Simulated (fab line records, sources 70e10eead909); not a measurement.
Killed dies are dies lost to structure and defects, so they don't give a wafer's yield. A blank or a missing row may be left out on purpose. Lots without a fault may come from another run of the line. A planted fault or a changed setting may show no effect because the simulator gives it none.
A struck lot beside a sound one | flow nand_harc | 14 steps out of a route of 1159
Sound: wafers L403.3, L403.4, L403.6. Struck: wafers L420.2, L420.4, L420.6. The cause comes at the end.
At each step with rows: each side's tool, then ch and its chambers, then its first start. Under that, the readings that differ: sound wafers | struck wafers | difference of the means | sigmas: that difference in standard deviations of wafers without a fault.
alike: readings whose means differ by less than 2 such deviations, and words and numbers that are the same on both sides. not compared: withheld readings, readings that some wafer has no value for, bounds like >300 that may hide the same value, and numbers for which the record gives no deviation and whose values overlap.
The two part at a step that has a row with sigmas, a row that says differs or no value, or rows on one side only. Numbers that don't overlap but have no deviation are shown without sigmas and don't part them. A reading that every wafer of one side lacks parts them only if that side has two wafers or more.

first, 1 step without rows for these wafers: NHARC_A_WL_FILL_ANNEAL_08 (time 1800 s).
NHARC_A_WL_FILL_ALD_10: deposits SiO2, target thk 50 nm, pulse time 10 s, ald cycles 500.
  sound on ald_hk-04 ch 1,2,3, day 15 09:43; struck on ald_hk-01 ch 0,1,3, day 19 03:43
  alike: heater_power_outer_w, heater_power_w, precursor_pulse_height_rel
NHARC_A_WL_FILL_ETCHBACK_16: etches the open film in C4F8/O2/Ar, target depth 88 nm, time 17.6 s.
  sound on rie_diel-12 ch 0,1,3; struck on rie_diel-12 ch 1,3
  alike: oes_product_au, rf_vpp_V
  not compared: rf_hours_counter_h
NHARC_A_WL_FILL_STRIP_29: strips in O2, time 20 s.
  sound on rie_diel-12 ch 0,2, day 15 13:59; struck on rie_diel-12 ch 0,1,2, day 19 07:57
  alike: drypump_motor_current_A, oes_product_au, rf_vpp_V, showerhead_plenum_p_Torr, throttle_valve_pct
  not compared: rf_hours_counter_h
then, 4 steps without rows for these wafers: NHARC_A_WL_FILL_ETCHBACK_17 (etches the open film in Cl2/BCl3, target depth 4 nm, time 26.7 s); NHARC_A_WL_FILL_PRECLEAN_18 (cleans in dHF, time 30 s); NHARC_A_WL_FILL_SRD_21; NHARC_A_WL_FILL_CVD_23 (deposits poly-Si, target thk 40 nm, time 800 s).
NHARC_A_WL_FILL_ETCHBACK_26: etches the open film in HBr, target depth 52 nm, time 13.3 s.
  sound on rie_si-04 ch 0,1,3, day 15 19:04; struck on rie_si-04 ch 1,3, day 19 13:05
  alike: drypump_motor_current_A, oes_product_au, throttle_valve_pct
  not compared: rf_hours_counter_h
then, 2 steps without rows for these wafers: NHARC_A_WL_FILL_PRECLEAN_30 (cleans in dHF, time 10 s); NHARC_A_WL_FILL_SRD_14.
NHARC_A_WL_FILL_ALD_19: deposits TiN, target thk 2 nm, pulse time 3 s, ald cycles 100.
  sound on ald_metal-02 ch 0,1, day 15 19:20; struck on ald_metal-02 ch 0,1,3, day 19 13:22
  no value came back on the struck wafers for ald_cycles, heater_power_outer_w (W), heater_power_w (W), precursor_pulse_height_rel; on the sound wafers ald_cycles reads 100 100 100
NHARC_A_WL_FILL_CVD_20: deposits W, target thk 75 nm, time 5064 s.
  sound on cvd_w-01 ch 0,1; struck on cvd_w-01 ch 0
  alike: heater_power_w, throttle_valve_pct
-- the record jumps here: 4 days lie between the struck wafers' starts before and after (it left off in module A_WL_FILL and takes up again in module END, whose first step shown is number 1159 of the route) --
NHARC_END_SORT_01:
  the record has rows for the struck wafers here (prober-02 ch 0, day 23 13:20) and none for the sound ones

WHERE THEY PART
First at NHARC_A_WL_FILL_ALD_19; last, within this record, at NHARC_END_SORT_01.

WHY: what the simulator had put in
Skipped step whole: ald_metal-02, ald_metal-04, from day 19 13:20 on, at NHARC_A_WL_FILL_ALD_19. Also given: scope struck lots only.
